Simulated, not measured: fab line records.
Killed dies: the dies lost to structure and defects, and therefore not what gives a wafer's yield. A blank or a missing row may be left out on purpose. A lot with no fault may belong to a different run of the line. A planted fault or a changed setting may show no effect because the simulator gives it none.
The tool behind it: which one?	flow n5 finfet	22 lots, 66 wafers sampled, at 6 steps of a route of 1938

## WHAT THE GAUGES SHOWED, per wafer
No reading from a measuring or inspecting step in the record can be judged against a usual standard deviation.

## WHICH TOOL RAN EACH LOT (tool, then ch and the chambers of the sampled wafers, then the start)
lot	N5_BEOL_M6_ETCH_62	N5_BEOL_M6_DESCUM_33	N5_BEOL_M6_ETCH_66	N5_BEOL_M6_ETCH_41	N5_BEOL_M6_SURFACE_TREAT_79	N5_BEOL_M7_CURE_74
L076	rie diel-04 ch 0,2, day 10 03:17	rie diel-04 ch 0,1,2, day 10 04:26	rie diel-04 ch 0,1,2, day 10 04:31	rie diel-04 ch 0,1,3, day 10 07:37 or earlier	pvd sputter-03, day 10 07:37	uv cure-03 ch 0, day 10 10:01
L074	rie diel-04 ch 1,2,3, day 10 03:32	rie diel-05 ch 1,2,3, day 10 07:26	rie diel-05 ch 1,2,3, day 10 07:31	rie diel-05 ch 1,2,3, day 10 09:20 or earlier	pvd sputter-02, day 10 09:20	uv cure-03 ch 0, day 10 11:05
L075	rie diel-05 ch 0,1,3, day 10 03:50	rie diel-04 ch 0,1, day 10 07:29	rie diel-04 ch 0,1, day 10 07:34	rie diel-04 ch 0,1, day 10 09:21 or earlier	pvd sputter-01, day 10 09:21	uv cure-02 ch 0, day 10 12:05
L078	rie diel-05 ch 1,2,3, day 10 11:29	rie diel-03 ch 0,1,3, day 10 15:39	rie diel-03 ch 0,1,3, day 10 15:44	rie diel-03 ch 0,1,3, day 10 17:10 or earlier	pvd sputter-02, day 10 17:10	uv cure-02 ch 0, day 10 18:56
L079	rie diel-04 ch 0,3, day 11 04:33	rie diel-05 ch 0,1,3, day 11 05:28	rie diel-05 ch 0,1,3, day 11 05:33	rie diel-05 ch 0,1,3, day 11 06:53 or earlier	pvd sputter-03, day 11 06:53	uv cure-03 ch 2, day 11 09:40
L081	rie diel-03 ch 0,1, day 11 10:51	rie diel-05 ch 0,3, day 11 12:02	rie diel-05 ch 0,3, day 11 12:07	rie diel-05 ch 0,3, day 11 14:20 or earlier	pvd sputter-02, day 11 14:20	uv cure-01 ch 2, day 11 15:47
L080	rie diel-04 ch 0,2,3, day 11 11:45	rie diel-04 ch 0,1,3, day 11 15:29	rie diel-04 ch 0,1,3, day 11 15:34	rie diel-04 ch 0,1,3, day 11 17:25 or earlier	pvd sputter-01, day 11 17:25	uv cure-03 ch 2, day 11 20:11
L082	rie diel-04 ch 0,1,2, day 11 17:10	rie diel-03 ch 0,1,3, day 11 18:52	rie diel-03 ch 0,1,3, day 11 18:57	rie diel-03 ch 0,1,3, day 11 20:49 or earlier	pvd sputter-03, day 11 20:49	uv cure-01 ch 1, day 11 22:33
L083	rie diel-04 ch 0,1,2, day 11 21:02	rie diel-05 ch 1,2, day 12 00:37	rie diel-05 ch 1,2, day 12 00:42	rie diel-05 ch 1,2, day 12 02:04 or earlier	pvd sputter-01, day 12 02:04	uv cure-01 ch 2, day 12 04:57
L085	rie diel-03 ch 0,3, day 12 13:47	rie diel-04 ch 0,2, day 12 14:47	rie diel-04 ch 0,2, day 12 14:52	rie diel-04 ch 0,2, day 12 17:26 or earlier	pvd sputter-02, day 12 17:26	uv cure-01 ch 2, day 12 18:50
L086	rie diel-05 ch 0,1,2, day 13 04:07	rie diel-04 ch 0,1,3, day 13 05:30	rie diel-04 ch 0,1,3, day 13 05:35	rie diel-04 ch 0,1,3, day 13 09:55 or earlier	pvd sputter-02, day 13 09:55	uv cure-02 ch 0, day 13 11:49
L088	rie diel-04 ch 1,2,3, day 13 10:48	rie diel-04 ch 1,2,3, day 13 13:44	rie diel-04 ch 1,2,3, day 13 13:49	rie diel-04 ch 1,2,3, day 13 15:35 or earlier	pvd sputter-02, day 13 15:35	uv cure-03 ch 2, day 13 17:37
L089	rie diel-03 ch 0,1,2, day 13 10:58	rie diel-05 ch 1,2,3, day 13 13:46	rie diel-05 ch 1,2,3, day 13 13:51	rie diel-05 ch 1,2,3, day 13 15:20 or earlier	pvd sputter-02, day 13 15:20	uv cure-01 ch 2, day 13 17:05
L087	rie diel-03 ch 1,2,3, day 13 14:29	rie diel-03 ch 0,1,2, day 13 15:21	rie diel-03 ch 0,1,2, day 13 15:26	rie diel-03 ch 0,1,2, day 13 17:20 or earlier	pvd sputter-03, day 13 17:20	uv cure-01 ch 1, day 13 18:50
L091	rie diel-03 ch 0,2,3, day 13 15:06	rie diel-03 ch 0,2,3, day 13 16:59	rie diel-03 ch 0,2,3, day 13 17:04	rie diel-03 ch 0,2,3, day 13 18:40 or earlier	pvd sputter-03, day 13 18:40	uv cure-02 ch 1, day 13 19:58
L090	rie diel-03 ch 1,2,3, day 14 06:56	rie diel-04 ch 1,2,3, day 14 08:01	rie diel-04 ch 1,2,3, day 14 08:06	rie diel-04 ch 1,2,3, day 14 10:49 or earlier	pvd sputter-01, day 14 10:49	uv cure-03 ch 2, day 14 12:08
L092	rie diel-05 ch 1,2,3, day 14 11:33	rie diel-03 ch 0,1,2, day 14 13:14	rie diel-03 ch 0,1,2, day 14 13:19	rie diel-03 ch 0,1,2, day 14 15:10 or earlier	pvd sputter-01, day 14 15:10	uv cure-03 ch 1, day 14 17:13
L095	rie diel-04 ch 0,2,3, day 15 07:07	rie diel-03 ch 0,1,2, day 15 08:46	rie diel-03 ch 0,1,2, day 15 08:51	rie diel-03 ch 0,1,2, day 15 10:14 or earlier	pvd sputter-01, day 15 10:14	uv cure-01 ch 2, day 15 11:37
L094	rie diel-04 ch 0,2,3, day 15 07:37	rie diel-05 ch 1,2, day 15 09:22	rie diel-05 ch 1,2, day 15 09:26	rie diel-05 ch 1,2, day 15 11:13 or earlier	pvd sputter-03, day 15 11:13	uv cure-02 ch 2, day 15 12:50
L093	rie diel-05 ch 0,2,3, day 15 09:50	rie diel-05 ch 1,2,3, day 15 10:53	rie diel-05 ch 1,2,3, day 15 10:58	rie diel-05 ch 1,2,3, day 15 14:02 or earlier	pvd sputter-03, day 15 14:02	uv cure-01 ch 2, day 15 15:38
L096	rie diel-05 ch 0,1, day 15 19:27	rie diel-05 ch 1,2,3, day 15 20:42	rie diel-05 ch 1,2,3, day 15 20:47	rie diel-05 ch 1,2,3, day 16 00:35 or earlier	pvd sputter-02, day 16 00:35	uv cure-02 ch 0, day 16 02:06
L097	rie diel-04 ch 1,2, day 16 03:03	rie diel-04 ch 1,2,3, day 16 04:59	rie diel-04 ch 1,2,3, day 16 05:04	rie diel-04 ch 1,2,3, day 16 06:35 or earlier	pvd sputter-01, day 16 06:35	uv cure-01 ch 1, day 16 09:25
- N5_BEOL_M6_ETCH_62: etches SOC in N2/H2, target depth 110 nm, overetch 22 nm, time 165 s.
- N5_BEOL_M6_DESCUM_33: chemistry O2, time 7 s.
- N5_BEOL_M6_ETCH_66: etches SOC in N2/H2, target depth 80 nm, overetch 16 nm, time 120 s.
- N5_BEOL_M6_ETCH_41: etches SiCN in CH3F/O2, target depth 29.7 nm, time 52 s.
- N5_BEOL_M6_SURFACE_TREAT_79
- N5_BEOL_M7_CURE_74: cures SiCOH lowk, time 240 s.

## WHAT THE TOOLS THEMSELVES READ (means of the sampled wafers that have a number; where no wafer has one, the mark that the record gives instead)
N5_BEOL_M6_ETCH_62.
lot	tool	drypump motor current A (A)	oes product au (a.u.)	rf vpp V (V)	showerhead plenum p Torr (Torr)	throttle valve pct (%)
L076	rie diel-04	5.3	0.76	526.7	2.64	17.64
L074	rie diel-04	5.8	0.74	525.9	2.64	17.61
L075	rie diel-05	5.5	0.68	524.1	2.57	17.81
L078	rie diel-05	5.9	0.66	524.1	2.56	17.79
L079	rie diel-04	6.2	0.61	525.6	2.59	18.13
L081	rie diel-03	5.0	0.71	524.0	2.55	18.04
L080	rie diel-04	5.8	0.67	526.7	2.61	17.89
L082	rie diel-04	5.8	0.70	525.3	2.60	17.67
L083	rie diel-04	5.8	0.70	525.5	2.60	17.68
L085	rie diel-03	5.3	0.72	523.5	2.54	17.64
L086	rie diel-05	5.7	0.65	526.1	2.59	17.88
L088	rie diel-04	5.8	0.70	526.7	2.63	17.65
L089	rie diel-03	5.2	0.69	523.7	2.55	18.02
L087	rie diel-03	5.0	0.68	521.7	2.47	17.95
L091	rie diel-03	5.3	0.70	525.0	2.55	17.81
L090	rie diel-03	5.0	0.67	522.5	2.46	17.96
L092	rie diel-05	5.9	0.64	523.7	2.54	17.84
L095	rie diel-04	5.8	0.64	525.9	2.60	17.95
L094	rie diel-04	5.8	0.65	525.9	2.60	17.94
L093	rie diel-05	5.8	0.66	523.3	2.53	17.74
L096	rie diel-05	5.2	0.65	525.6	2.58	17.96
L097	rie diel-04	5.4	0.71	526.5	2.65	17.46

N5_BEOL_M6_DESCUM_33.
lot	tool	drypump motor current A (A)	oes product au (a.u.)	rf vpp V (V)	showerhead plenum p Torr (Torr)	throttle valve pct (%)
L076	rie diel-04	5.8	0.86	243.6	2.14	20.29
L074	rie diel-05	5.9	0.78	242.8	2.10	20.33
L075	rie diel-04	6.3	0.83	243.7	2.11	20.22
L078	rie diel-03	5.2	0.87	242.8	2.09	20.32
L079	rie diel-05	5.4	0.79	243.7	2.10	20.33
L081	rie diel-05	5.5	0.83	243.3	2.06	20.22
L080	rie diel-04	6.2	0.77	243.2	2.12	20.49
L082	rie diel-03	5.2	0.85	243.6	2.09	20.32
L083	rie diel-05	6.2	0.77	244.2	2.12	20.33
L085	rie diel-04	5.3	0.85	244.0	2.17	20.39
L086	rie diel-04	6.2	0.76	243.6	2.11	20.50
L088	rie diel-04	5.8	0.83	245.6	2.16	20.28
L089	rie diel-05	5.9	0.76	242.9	2.09	20.37
L087	rie diel-03	5.2	0.82	242.3	2.09	20.53
L091	rie diel-03	5.3	0.83	243.0	2.09	20.41
L090	rie diel-04	5.8	0.83	244.5	2.16	20.29
L092	rie diel-03	5.2	0.81	243.4	2.09	20.55
L095	rie diel-03	5.2	0.81	242.8	2.09	20.56
L094	rie diel-05	5.9	0.72	244.1	2.12	20.50
L093	rie diel-05	5.9	0.75	242.3	2.09	20.39
L096	rie diel-05	5.9	0.75	242.9	2.08	20.40
L097	rie diel-04	5.8	0.80	243.7	2.16	20.32

N5_BEOL_M6_ETCH_66.
lot	tool	drypump motor current A (A)	oes product au (a.u.)	rf vpp V (V)	showerhead plenum p Torr (Torr)	throttle valve pct (%)
L076	rie diel-04	5.8	0.66	525.4	2.60	17.65
L074	rie diel-05	5.9	0.60	524.2	2.56	17.78
L075	rie diel-04	6.3	0.63	524.4	2.57	17.65
L078	rie diel-03	5.2	0.66	523.6	2.55	17.80
L079	rie diel-05	5.4	0.60	524.5	2.56	17.83
L081	rie diel-05	5.5	0.62	523.2	2.51	17.65
L080	rie diel-04	6.2	0.59	524.0	2.58	17.89
L082	rie diel-03	5.2	0.64	523.7	2.55	17.82
L083	rie diel-05	6.2	0.59	525.1	2.59	17.81
L085	rie diel-04	5.3	0.64	527.0	2.63	17.68
L086	rie diel-04	6.2	0.57	523.9	2.57	17.92
L088	rie diel-04	5.8	0.63	526.2	2.63	17.65
L089	rie diel-05	5.9	0.58	524.1	2.55	17.82
L087	rie diel-03	5.2	0.62	523.5	2.55	18.01
L091	rie diel-03	5.3	0.63	523.5	2.55	17.81
L090	rie diel-04	5.8	0.62	526.0	2.63	17.66
L092	rie diel-03	5.2	0.62	523.3	2.54	18.03
L095	rie diel-03	5.2	0.61	523.8	2.54	18.04
L094	rie diel-05	5.9	0.55	525.7	2.59	18.03
L093	rie diel-05	5.9	0.58	524.5	2.54	17.84
L096	rie diel-05	5.9	0.57	524.5	2.54	17.87
L097	rie diel-04	5.8	0.61	525.6	2.62	17.69

N5_BEOL_M6_ETCH_41.
lot	tool	O2_flow_sccm (sccm)	drypump motor current A (A)	oes product au (a.u.)	rf vpp V (V)	showerhead plenum p Torr (Torr)	throttle valve pct (%)
L076	rie diel-04	20.10	6.2	0.77	297.9	2.05	16.45
L074	rie diel-05	20.05	5.9	0.79	298.2	2.01	16.25
L075	rie diel-04	19.99	6.3	0.82	297.3	2.04	16.24
L078	rie diel-03	19.99	5.2	0.86	297.4	2.01	16.27
L079	rie diel-05	19.98	5.4	0.79	297.4	2.01	16.27
L081	rie diel-05	19.96	5.5	0.81	296.8	1.96	16.06
L080	rie diel-04	19.95	6.2	0.76	298.0	2.04	16.47
L082	rie diel-03	19.96	5.2	0.85	297.2	2.01	16.29
L083	rie diel-05	19.96	6.2	0.78	297.8	2.04	16.30
L085	rie diel-04	19.99	5.3	0.86	298.4	2.09	16.32
L086	rie diel-04	19.99	6.2	0.75	297.7	2.04	16.48
L088	rie diel-04	20.00	5.8	0.82	298.4	2.08	16.27
L089	rie diel-05	20.00	5.9	0.77	298.0	2.00	16.31
L087	rie diel-03	19.95	5.2	0.82	298.2	2.00	16.42
L091	rie diel-03	19.99	5.3	0.83	297.4	2.01	16.29
L090	rie diel-04	20.04	5.8	0.82	298.1	2.08	16.27
L092	rie diel-03	19.97	5.2	0.81	296.9	2.00	16.44
L095	rie diel-03	20.00	5.2	0.81	297.5	2.00	16.45
L094	rie diel-05	19.97	5.9	0.73	297.8	2.04	16.53
L093	rie diel-05	20.00	5.9	0.75	297.8	1.99	16.34
L096	rie diel-05	20.04	5.9	0.74	297.6	1.99	16.33
L097	rie diel-04	20.01	5.8	0.81	298.7	2.08	16.31

N5_BEOL_M7_CURE_74.
lot	tool	lamp power pct (%)	wafer_temp_C_max
L076	uv cure-03	52.28	387.5
L074	uv cure-03	52.27	387.9
L075	uv cure-02	52.31	386.4
L078	uv cure-02	52.33	387.0
L079	uv cure-03	52.35	386.2
L081	uv cure-01	52.37	386.1
L080	uv cure-03	52.27	386.0
L082	uv cure-01	52.26	388.1
L083	uv cure-01	52.33	386.0
L085	uv cure-01	52.34	386.5
L086	uv cure-02	52.28	386.7
L088	uv cure-03	52.33	386.0
L089	uv cure-01	52.28	386.0
L087	uv cure-01	52.33	388.1
L091	uv cure-02	52.25	387.3
L090	uv cure-03	52.31	386.2
L092	uv cure-03	52.27	387.3
L095	uv cure-01	52.28	385.9
L094	uv cure-02	52.35	386.9
L093	uv cure-01	52.29	386.1
L096	uv cure-02	52.34	386.6
L097	uv cure-01	52.32	387.6

## THE ANSWER, worked out from the rows above alone
Rule: the usual values come from the lots themselves. The widest of any qualifying gaps counts: lots, ordered by their means at a reading, are off when they make up no more than a third of the lots, leave a main group of 4 or more, and stand apart from it by 3 or more times the standard deviation of that group's means. A main group is skipped when, at the precision printed for the reading in the tables above, its means are all equal. A lot without any number at a reading at which 4 lots or more have one is off too. Any other lot the step has rows for is counted as sound. After the gauges, taken in route order, come the tools' own readings; for these a lot's mean is taken, as printed above. The first step at which some lot is off is used, and at that step the reading that is off furthest; a lot without a number counts as furthest.
No lot is off at any reading shown: from this, nothing can be told.

## WHAT THE SIMULATOR HAD PUT IN
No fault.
